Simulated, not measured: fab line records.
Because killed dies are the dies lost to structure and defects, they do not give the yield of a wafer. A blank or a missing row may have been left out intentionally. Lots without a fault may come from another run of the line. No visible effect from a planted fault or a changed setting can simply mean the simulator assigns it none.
fab line records	flow nand-harc
[record] lots = 4	wafers = 12	last-day = 34
route steps=1302 shown A_CHANNEL_HOLE_D1@450 END@1301
lots untouched by any fault: they come from a run of this same line in which no faults occurred
start-h: the number of hours between the record's first day and the start of the first shown wafer of the lot	wait-h: hours elapsed since this lot's preceding step	" unchanged from the row above	L1.1+2: a single row standing in for several wafers	- no value, or no start given	* or withheld: withheld	< > ~ a bound
route shown NAME@n: a module of which the file shows steps, and the number in the route of the first	usual: mean and standard deviation over wafers with no fault	same: alike in all rows	chamber/n: place in a boat	sites: per-site readings	_std_site: standard deviation across them	_edge_site: inner sites' mean taken away from outer sites' mean	radius-mm: how far each site lies from the wafer's centre	mask NAME#n: copy n	behind: the last tool/chamber to shape the wafer	hold: reason for holding the lot/hours on hold/outcome of the hold	device: whichever transistor did not switch (one of n, p or np)	end of line: at the end of the route, the tests of the same wafers	for a step that has no rows: nothing shown but its recipe	killed: the dies lost at the first sort to structure and to defects; this is not the yield of the wafer	map: per-die view of a wafer (x killed, . not killed, _ where there is no die)
set.NAME: the setting the step ran with; set.NAME@STEP: the setting that earlier step ran with	model.NAME: the simulator's own value behind a step, which no gauge read
certain route steps with their lots: each step a table, each wafer a row
services: a tool's chamber out of use, with start hour (start-h, from the record's first day; less than 0 if before it), hours out, and reason
[[steps]]
[step NHARC_A_CHANNEL_HOLE_D1_DEP_00]
[recipe] target-thk-a = 31000	temp-c = 400	material = aC
[step NHARC_A_CHANNEL_HOLE_D1_DEP_01]
[recipe] target-thk-a = 1400	target-thk-nm = 140	temp-c = 400	pressure-torr = 3.5	flow-sccm = 200	rf-w = 350	material = SiON
[step NHARC_A_CHANNEL_HOLE_D1_DEHYDRATE_02]
[recipe] temp-c = 150	time-s = 120
[step NHARC_A_CHANNEL_HOLE_D1_HMDS_03]
[recipe] time-s = 30
[step NHARC_A_CHANNEL_HOLE_D1_COAT_36]
[recipe] temp-c = 260	time-s = 75
[step NHARC_A_CHANNEL_HOLE_D1_COAT_37]
[recipe] temp-c = 225	time-s = 65
[step NHARC_A_CHANNEL_HOLE_D1_COAT_04]
[recipe] spin-rpm = 1500	resist-thk-nm = 90
[step NHARC_A_CHANNEL_HOLE_D1_SOFTBAKE_05]
[recipe] temp-c = 105	time-s = 55
[step NHARC_A_CHANNEL_HOLE_D1_EBR_06]
[step NHARC_A_CHANNEL_HOLE_D1_EXPOSE_07]
[recipe] na = 1.35	target-cd-nm = 100	sigma-outer = 0.3	dose-mj = 59.65	mask-id = HOLE_D1
[step NHARC_A_CHANNEL_HOLE_D1_PEB_08]
[recipe] peb-temp-c = 100	peb-time-s = 65
[usual] chill-plate-temp-C = 23.00/0.1
lot.wafer	tool	chamber	start-h	wait-h	chill-plate-temp-C
L269.1	litho-track-01	0	282.01	0.1	23.04
L269.2	"	0	"	"	22.97
L269.5	"	0	"	"	23.03
L274.1	litho-track-01	0	323.10	0.1	23.08
L274.5	"	0	"	"	22.97
L274.6	"	0	"	"	23.16
L275.4	litho-track-01	0	341.18	0.0	23.08
L275.5	"	0	"	"	23.03
L275.6	"	0	"	"	22.97
L282.1	litho-track-04	0	414.04	0.1	22.89
L282.3	"	0	"	"	22.81
L282.5	"	0	"	"	22.87
[step NHARC_A_CHANNEL_HOLE_D1_DEVELOP_09]
[recipe] develop-time-s = 35	dev-temp-c = 23
[step NHARC_A_CHANNEL_HOLE_D1_CD_MEAS_10]
[recipe] target-cd-nm = 100	landing-energy-ev = 500
[usual] cd-nm = 100.0/0.42
lot.wafer	tool	chamber	start-h	wait-h	cd-nm
L269.1	cd-sem-03	0	282.09	-	100.4
L269.2	"	0	"	"	100.2
L269.5	"	0	"	"	100.4
L274.1	cd-sem-03	0	323.18	-	113.7
L274.5	"	0	"	"	113.7
L274.6	"	0	"	"	113.1
L275.4	cd-sem-03	0	341.26	-	113.1
L275.5	"	0	"	"	112.8
L275.6	"	0	"	"	113.4
L282.1	cd-sem-01	0	414.12	-	99.8
L282.3	"	0	"	"	99.9
L282.5	"	0	"	"	100.1
[step NHARC_A_CHANNEL_HOLE_D1_DESCUM_15]
[recipe] time-s = 3	o2-flow-sccm = 200	ar-flow-sccm = 0	bias-power-w = 0	chemistry = O2
[usual] drypump-motor-current-A = 5.64/0.28	oes-product-au = 1.001/0.0069	rf-vpp-V = 57.9/0.92	showerhead-plenum-p-Torr = 1.92/0.1	throttle-valve-pct = 11.310/0.009
lot.wafer	tool	chamber	start-h	wait-h	drypump-motor-current-A	oes-product-au	rf-hours-counter-h	rf-vpp-V	showerhead-plenum-p-Torr	throttle-valve-pct	model.A_CHANNEL_HOLE_D1.cd-nm
L269.1	rie-diel-01	3	282.29	0.1	5.32	0.996	5	56.5	1.79	11.292	100.6
L269.2	"	0	"	"	5.61	0.995	6	58.4	2.05	11.285	100.2
L269.5	"	2	"	"	5.67	1.003	-	58.9	1.98	11.317	100.3
L274.1	rie-diel-01	2	323.38	0.1	5.68	1.001	9	57.1	1.98	11.316	113.2
L274.6	"	1	"	"	5.36	1.000	-	57.5	1.92	11.305	113
L274.5	"	2	"	"	5.68	0.989	-	58.2	1.98	11.318	113.4
L275.6	rie-diel-01	1	341.47	0.1	5.37	1.021	-	57.2	1.92	11.323	112.7
L275.4	"	2	"	"	5.68	1.009	-	59.6	1.98	11.323	112.4
L275.5	"	3	"	"	5.29	1.000	-	57.4	1.79	11.304	112.5
L282.3	rie-diel-07	0	414.31	0.1	6.10	0.999	44	56.9	1.76	11.301	100.3
L282.1	"	3	"	"	6.14	0.995	39	58.9	2.03	11.313	100.5
L282.5	"	2	"	"	5.97	1.006	-	57.7	1.89	11.309	100
[step NHARC_A_CHANNEL_HOLE_D1_ETCH_38]
[recipe] target-depth-a = 390	over-etch-frac = 0.3	time-s = 65	ion-energy-ev = 80	cf4-flow-sccm = 150	ar-flow-sccm = 0	rf-w = 300	bias-w = 100	chemistry = CF4
[step NHARC_A_CHANNEL_HOLE_D1_ETCH_39]
[recipe] target-depth-a = 2600	over-etch-frac = 0.3	time-s = 325	ion-energy-ev = 200	n2-flow-sccm = 150	h2-flow-sccm = 150	ar-flow-sccm = 0	rf-w = 400	bias-w = 150	chemistry = N2/H2
[step NHARC_A_CHANNEL_HOLE_D1_ETCH_34]
[recipe] target-depth-a = 1540	time-s = 77	cf4-flow-sccm = 100	chf3-flow-sccm = 30	ar-flow-sccm = 0	rf-w = 500	bias-w = 200	chemistry = CF4/CHF3
[step NHARC_A_CHANNEL_HOLE_D1_ETCH_16]
[recipe] target-depth-a = 31000	over-etch-frac = 0.3	time-s = 806	ion-energy-ev = 150	o2-flow-sccm = 400	cos-flow-sccm = 20	ar-flow-sccm = 0	rf-w = 500	bias-w = 300	chemistry = O2/COS
[step NHARC_A_CHANNEL_HOLE_D1_CD_MEAS_18]
[usual] cd-nm = 99.0/1.7
lot.wafer	tool	chamber	start-h	wait-h	cd-nm
L269.1	cd-sem-02	-	283.39	-	99.4
L269.2	"	-	"	"	99.4
L269.5	"	-	"	"	100.0
L274.1	cd-sem-02	-	324.48	-	113.0
L274.5	"	-	"	"	112.8
L274.6	"	-	"	"	113.1
L275.4	cd-sem-02	-	343.35	-	110.1
L275.5	"	-	"	"	108.2
L275.6	"	-	"	"	110.8
L282.1	cd-sem-03	-	415.84	-	102.5
L282.3	"	-	"	"	99.8
L282.5	"	-	"	"	99.2
[step NHARC_A_CHANNEL_HOLE_D1_ETCH_19]
[recipe] bias-v = 1200	source-w = 2500	pressure-mtorr = 15	time-s = 34.5	ar-flow-sccm = 375	c4f8-flow-sccm = 28.8	o2-flow-sccm = 96.2	temp-c = -20	target-depth-a = *	chemistry = C4F8/O2/Ar
[step NHARC_A_CHANNEL_HOLE_D1_ETCH_20]
[recipe] bias-v = 3000	source-w = withheld	pressure-mtorr = 20	time-s = 361.9	ar-flow-sccm = 375	c4f8-flow-sccm = 89.3	o2-flow-sccm = 35.7	temp-c = -20	target-depth-a = 16000	chemistry = C4F8/O2/Ar
[step NHARC_A_CHANNEL_HOLE_D1_ETCH_21]
[recipe] bias-v = 3000	source-w = withheld	pressure-mtorr = 20	time-s = 514.3	ar-flow-sccm = 375	c4f8-flow-sccm = 89.3	o2-flow-sccm = 35.7	temp-c = -20	target-depth-a = 16000	chemistry = C4F8/O2/Ar
[step NHARC_A_CHANNEL_HOLE_D1_ETCH_22]
[recipe] bias-v = 3000	source-w = withheld	pressure-mtorr = 20	time-s = 666.7	ar-flow-sccm = 375	c4f8-flow-sccm = 89.3	o2-flow-sccm = 35.7	temp-c = -20	target-depth-a = 16000	chemistry = C4F8/O2/Ar
[step NHARC_A_CHANNEL_HOLE_D1_ETCH_23]
[recipe] bias-v = 5000	source-w = withheld	pressure-mtorr = 20	time-s = 819	ar-flow-sccm = 375	c4f8-flow-sccm = 89.3	o2-flow-sccm = 35.7	temp-c = -20	target-depth-a = 16000	chemistry = C4F8/O2/Ar
[step NHARC_A_CHANNEL_HOLE_D1_ETCH_24]
[recipe] bias-v = 5000	source-w = withheld	pressure-mtorr = 20	time-s = 906.2	ar-flow-sccm = 375	c4f8-flow-sccm = 93.8	o2-flow-sccm = 31.2	temp-c = -20	target-depth-a = 15000	chemistry = C4F8/O2/Ar
[step NHARC_A_CHANNEL_HOLE_D1_ETCH_25]
[recipe] bias-v = 5000	source-w = withheld	pressure-mtorr = 20	time-s = 1040.2	ar-flow-sccm = 375	c4f8-flow-sccm = 93.8	o2-flow-sccm = 31.2	temp-c = -20	target-depth-a = 15000	chemistry = C4F8/O2/Ar
[step NHARC_A_CHANNEL_HOLE_D1_ETCH_26]
[recipe] bias-v = 300	source-w = 2000	pressure-mtorr = 30	time-s = 224.1	ar-flow-sccm = 375	c4f8-flow-sccm = 11.4	o2-flow-sccm = 113.6	temp-c = -20	target-depth-a = 3000	chemistry = C4F8/O2/Ar
[step NHARC_A_CHANNEL_HOLE_D1_ETCH_33]
[recipe] bias-v = 400	source-w = 2000	pressure-mtorr = 25	time-s = 90	ar-flow-sccm = 375	c4f8-flow-sccm = 41.7	o2-flow-sccm = 83.3	temp-c = -20	target-depth-a = 4000	chemistry = C4F8/O2/Ar
[step NHARC_A_CHANNEL_HOLE_D1_STRIP_41]
[recipe] n2-flow-sccm = 150	h2-flow-sccm = 150	ar-flow-sccm = 0	bias-w = 0	chemistry = N2/H2
[step NHARC_A_CHANNEL_HOLE_D1_STRIP_42]
[recipe] cf4-flow-sccm = 100	chf3-flow-sccm = 30	ar-flow-sccm = 0	bias-w = 0	chemistry = CF4/CHF3
[step NHARC_A_CHANNEL_HOLE_D1_STRIP_43]
[recipe] o2-flow-sccm = 400	cos-flow-sccm = 20	ar-flow-sccm = 0	bias-w = 0	chemistry = O2/COS
[step NHARC_A_CHANNEL_HOLE_D1_ETCH_44]
[recipe] target-depth-a = 1400	overetch-a = 140	time-s = 77	ion-energy-ev = 100	cf4-flow-sccm = 80	o2-flow-sccm = 20	ar-flow-sccm = 0	rf-w = 300	bias-w = 100	chemistry = CF4/O2
[usual] drypump-motor-current-A = 5.59/0.28	oes_ar_750_au = 1.000/0.0046	oes-product-au = 1.000/0.0076	rf-vpp-V = 198.2/1.6	showerhead-plenum-p-Torr = 1.35/0.063	throttle-valve-pct = 13.399/0.0088
lot.wafer	tool	chamber	start-h	wait-h	drypump-motor-current-A	oes_ar_750_au	oes-product-au	rf-hours-counter-h	rf-vpp-V	showerhead-plenum-p-Torr	throttle-valve-pct	model.A_CHANNEL_HOLE_D1.cd-nm
L269.1	rie-diel-01	0	291.55	0.0	5.68	1.000	1.008	6	200.5	1.43	13.411	88.9
L269.2	"	1	"	"	5.34	0.996	1.003	6	198.1	1.34	13.391	88.73
L269.5	"	1	"	"	5.36	1.001	1.006	-	198.3	1.34	13.395	89.69
L274.1	rie-diel-01	1	331.98	0.1	5.35	1.006	0.998	10	198.0	1.34	13.399	103.2
L274.6	"	3	"	"	5.33	0.998	0.995	-	197.7	1.25	13.405	103.4
L274.5	"	0	"	"	5.62	0.996	0.998	-	199.8	1.43	13.403	103.8
L275.4	rie-diel-01	2	348.14	0.1	5.69	1.002	1.009	12	198.4	1.38	13.400	103.7
L275.5	"	0	"	"	5.60	1.004	1.001	-	199.7	1.43	13.395	103.3
L275.6	"	1	"	"	5.35	1.006	1.005	-	199.1	1.34	13.417	105.3
L282.3	rie-diel-01	0	420.66	0.1	5.62	1.002	0.999	2	198.9	1.43	13.396	88.14
L282.1	"	2	"	"	5.69	0.992	0.991	3	199.4	1.38	13.394	89.46
L282.5	"	3	"	"	5.30	0.997	0.989	-	196.2	1.25	13.404	88.56
[step NHARC_A_CHANNEL_HOLE_D1_STRIP_27]
[recipe] o2-flow-sccm = 500	ar-flow-sccm = 0	bias-w = 0	chemistry = O2
[step NHARC_A_CHANNEL_HOLE_D1_PRECLEAN_28]
[recipe] time-s = *	temp-c = 50	bath-age-min = 0	chemistry = SC1
[step NHARC_A_CHANNEL_HOLE_D1_SRD_29]
[step NHARC_A_CHANNEL_HOLE_D1_CD_MEAS_30]
[usual] cd-nm = 89.7/1
lot.wafer	tool	chamber	start-h	wait-h	cd-nm
L269.1	cd-sem-03	-	292.34	-	88.4
L269.2	"	-	"	"	89.0
L269.5	"	-	"	"	89.5
L274.1	cd-sem-02	-	332.76	-	103.5
L274.5	"	-	"	"	103.4
L274.6	"	-	"	"	103.5
L275.4	cd-sem-01	-	348.93	-	103.7
L275.5	"	-	"	"	102.9
L275.6	"	-	"	"	104.8
L282.1	cd-sem-03	-	421.45	-	89.2
L282.3	"	-	"	"	87.7
L282.5	"	-	"	"	88.5
[step NHARC_A_CHANNEL_HOLE_D1_XSEM_31]
[recipe] landing-energy-ev = 35000
[usual] bot-cd-nm = 74.3/1.2	bow-nm = 8.73/0.21	tilt-deg = 0.07/0.047
lot.wafer	tool	chamber	start-h	wait-h	bot-cd-nm	bow-nm	tilt-deg
L269.1	xsem-01	0	292.43	0.1	71.9	8.67	0.02
L269.2	"	0	"	"	72.8	8.67	0.02
L269.5	"	0	"	"	73.2	8.64	0.02
L274.1	xsem-01	0	332.85	0.1	87.6	8.68	-0.03
L274.5	"	0	"	"	88.7	8.67	-0.03
L274.6	"	0	"	"	88.3	8.64	-0.03
L275.4	xsem-02	0	349.02	0.1	88.8	8.35	0.16
L275.5	"	0	"	"	88.2	8.42	0.17
L275.6	"	0	"	"	90.4	8.42	0.17
L282.1	xsem-02	0	421.54	0.1	73.7	8.91	0.08
L282.3	"	0	"	"	72.6	8.95	0.08
L282.5	"	0	"	"	73.5	8.98	0.08
[step NHARC_END_WLT_00]
[usual] VT_DECK1_BOTTOM = 0.870/0.0064	VT_DECK1_BOTTOM_INNER = 0.871/0.0066	VT_DECK1_MEDIAN_NEAR_BOTTOM = 0.872/0.006	VT_DECK1_MEDIAN_NEAR_BOTTOM_INNER = 0.872/0.0063	VT_DECK1_MIDDLE = 0.885/0.0065	VT_DECK1_MIDDLE_INNER = 0.884/0.0061	VT_DECK1_TOP = 0.896/0.0058	VT_DECK1_TOP_INNER = 0.896/0.0065	VT_DECK2_BOTTOM = 0.874/0.0068	VT_DECK2_BOTTOM_INNER = 0.875/0.0072	VT_DECK2_MEDIAN_NEAR_BOTTOM = 0.876/0.0074	VT_DECK2_MEDIAN_NEAR_BOTTOM_INNER = 0.876/0.0065	VT_DECK2_MIDDLE = 0.888/0.0072	VT_DECK2_MIDDLE_INNER = 0.888/0.0067	VT_DECK2_TOP = 0.900/0.0066	VT_DECK2_TOP_INNER = 0.900/0.0064
lot.wafer	tool	chamber	start-h	wait-h	VT_DECK1_BOTTOM	VT_DECK1_BOTTOM_INNER	VT_DECK1_MEDIAN_NEAR_BOTTOM	VT_DECK1_MEDIAN_NEAR_BOTTOM_INNER	VT_DECK1_MIDDLE	VT_DECK1_MIDDLE_INNER	VT_DECK1_TOP	VT_DECK1_TOP_INNER	VT_DECK2_BOTTOM	VT_DECK2_BOTTOM_INNER	VT_DECK2_MEDIAN_NEAR_BOTTOM	VT_DECK2_MEDIAN_NEAR_BOTTOM_INNER	VT_DECK2_MIDDLE	VT_DECK2_MIDDLE_INNER	VT_DECK2_TOP	VT_DECK2_TOP_INNER
L269.1	prober-01	-	657.41	2.9	0.869	0.867	0.873	0.869	0.888	0.886	0.902	0.897	0.880	0.889	0.872	0.874	0.895	0.902	0.904	0.900
L269.2	"	-	"	"	0.858	0.867	0.873	0.871	0.890	0.886	0.889	0.890	0.882	0.878	0.890	0.878	0.893	0.900	0.905	0.910
L269.5	"	-	659.43	4.9	0.865	0.864	0.872	0.871	0.880	0.890	0.900	0.890	0.880	0.881	0.888	0.875	0.899	0.895	0.913	0.909
L275.4	prober-02	-	709.91	1.6	0.908	0.900	0.898	0.905	0.917	0.910	0.926	0.915	0.866	0.871	0.876	0.868	0.888	0.885	0.896	0.904
L275.5	"	-	"	"	0.907	0.908	0.898	0.904	0.911	0.917	0.923	0.914	0.873	0.866	0.871	0.878	0.886	0.886	0.906	0.893
L275.6	"	-	"	"	0.911	0.905	0.909	0.901	0.913	0.912	0.921	0.920	0.874	0.873	0.871	0.868	0.887	0.883	0.889	0.892
L282.1	prober-01	-	802.02	0.0	0.865	0.878	0.873	0.883	0.898	0.888	0.910	0.903	0.864	0.868	0.869	0.875	0.876	0.881	0.892	0.895
L282.3	"	-	"	"	0.877	0.868	0.863	0.875	0.888	0.885	0.902	0.898	0.866	0.876	0.871	0.870	0.886	0.886	0.890	0.892
L282.5	"	-	804.01	2.0	0.869	0.870	0.869	0.873	0.892	0.890	0.904	0.891	0.873	0.867	0.870	0.875	0.886	0.885	0.892	0.892
[step NHARC_END_SORT_01]
[recipe] temp-c = 25
[usual] killed-at-array = 56/21	killed-at-other = 1.2/1.6	killed-at-periphery = 3.7/2.5	killed-dies = 61/21	killed-open = 3.1/1.8	killed-short = 2.8/1.7
[same] gross-dies = 677
lot.wafer	tool	chamber	start-h	wait-h	killed-at-array	killed-at-other	killed-at-periphery	killed-dies	killed-open	killed-short
L275.4	prober-02	0	713.81	3.4	48	0	8	56	4	4
L275.5	prober-02	0	714.62	3.7	40	1	7	48	2	4
L275.6	prober-02	0	715.42	4.0	39	0	9	48	4	4
// killed by level:class
L275.4 A_CHANNEL_HOLE_D1:chamber-film-flake=12 A_CONTACT:chamber-film-flake=10 A_CHANNEL_HOLE_D1:area-peb=9 P_CONTACT:chamber-film-flake=6 A_SLIT:chamber-film-flake=5 A_STAIRCASE:chamber-film-flake=2 A_CHANNEL_FILL_D1:geometric-particle:short=1 A_DECK1_JOINT:geometric-particle:open=1
L275.5 A_CHANNEL_HOLE_D1:chamber-film-flake=11 A_CONTACT:chamber-film-flake=9 A_SLIT:chamber-film-flake=7 P_CONTACT:chamber-film-flake=6 A_CHANNEL_FILL_D2:geometric-particle:short=2 A_STAIRCASE:chamber-film-flake=2 A_M1:chamber-film-flake=2 A_ONON_D1:geometric-particle:short=1
L275.6 A_CHANNEL_HOLE_D1:area-peb=16 A_CHANNEL_HOLE_D1:chamber-film-flake=9 P_CONTACT:chamber-film-flake=8 A_CONTACT:chamber-film-flake=5 A_CHANNEL_FILL_D2:geometric-particle:short=2 P_GATE:geometric-particle:open=1 A_SOURCE_PLATE:geometric-particle:short=1 A_ONON_D1:geometric-particle:short=1
[[services]]
tool	chamber	start-h	hours	kind
rie-diel-01	0	262.03	-	clean
rie-diel-01	1	262.03	-	clean
rie-diel-01	2	262.03	-	clean
rie-diel-01	3	262.03	-	clean
rie-diel-07	0	275.90	13.9	repair
rie-diel-01	0	286.53	-	clean
rie-diel-01	1	286.53	-	clean
rie-diel-01	2	286.53	-	clean
rie-diel-01	3	286.53	-	clean
rie-diel-07	-	294.35	9.0	pm
rie-diel-01	0	311.03	-	clean
rie-diel-01	1	311.03	-	clean
rie-diel-01	2	311.03	-	clean
rie-diel-01	3	311.03	-	clean
rie-diel-07	3	327.72	7.0	repair
xsem-01	-	328.82	0.9	repair
litho-track-01	-	330.00	7.0	pm
rie-diel-01	0	335.53	-	clean
rie-diel-01	1	335.53	-	clean
rie-diel-01	0	340.62	2.5	repair
xsem-01	-	374.00	14.0	pm
litho-track-04	-	378.00	7.0	pm
rie-diel-01	-	381.03	9.0	pm
rie-diel-07	1	400.98	15.2	repair
[[key]]
[first-sign] step = NHARC_A_CHANNEL_HOLE_D1_CD_MEAS_10	reading = cd-nm	direction = up	sigmas = 32	usual = 100.0	struck = 113.3
[effect] step = NHARC_A_CHANNEL_HOLE_D1_CD_MEAS_18	reading = cd-nm	direction = up	sigmas = 7.2	usual = 99.0	struck = 111.3
[effect] step = NHARC_A_CHANNEL_HOLE_D1_CD_MEAS_30	reading = cd-nm	direction = up	sigmas = 14	usual = 89.7	struck = 103.6
[effect] step = NHARC_A_CHANNEL_HOLE_D1_XSEM_31	reading = bot-cd-nm	direction = up	sigmas = 12	usual = 74.3	struck = 88.7
[effect] step = NHARC_END_WLT_00	reading = VT_DECK1_BOTTOM	direction = up	sigmas = 6	usual = 0.870	struck = 0.909
[model-effect] step = NHARC_A_CHANNEL_HOLE_D1_DESCUM_15	value = A_CHANNEL_HOLE_D1.cd-nm	without = 100	struck = 112.8
[model-effect] step = NHARC_A_CHANNEL_HOLE_D1_ETCH_44	value = A_CHANNEL_HOLE_D1.cd-nm	without = 90.97	struck = 103.8
met-at NHARC_A_CHANNEL_HOLE_D1_PEB_08
struck-wafers L274.1,L274.5,L274.6,L275.4,L275.5,L275.6
rows-end L274.1,L274.5,L274.6
tester-left-out L275
onset-between 282.01 323.10
[earlier-fault] kind = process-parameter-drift	tool = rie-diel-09	chamber = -	onset-h = 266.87	steps = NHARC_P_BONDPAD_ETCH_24	channel = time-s	offset = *	shape = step	end-h = 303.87	acts-in = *	stated = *
[fault] kind = process-parameter-drift	tool = litho-track-01	chamber = -	onset-h = 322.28	steps = NHARC_A_CHANNEL_HOLE_D1_PEB_08	channel = peb-time-s	offset = *	shape = step	acts-in = *	stated = *
// tester-left-out: of these lots the tester's yield and bins aren't shown, on N5 and GAA mostly nor the transistor test; their killed dies are dies lost to structure and defects alone, not to doping, threshold or leakage, so they don't give the yield
// rows-end: these wafers met a further fault down the route, and their rows from its step on are left out
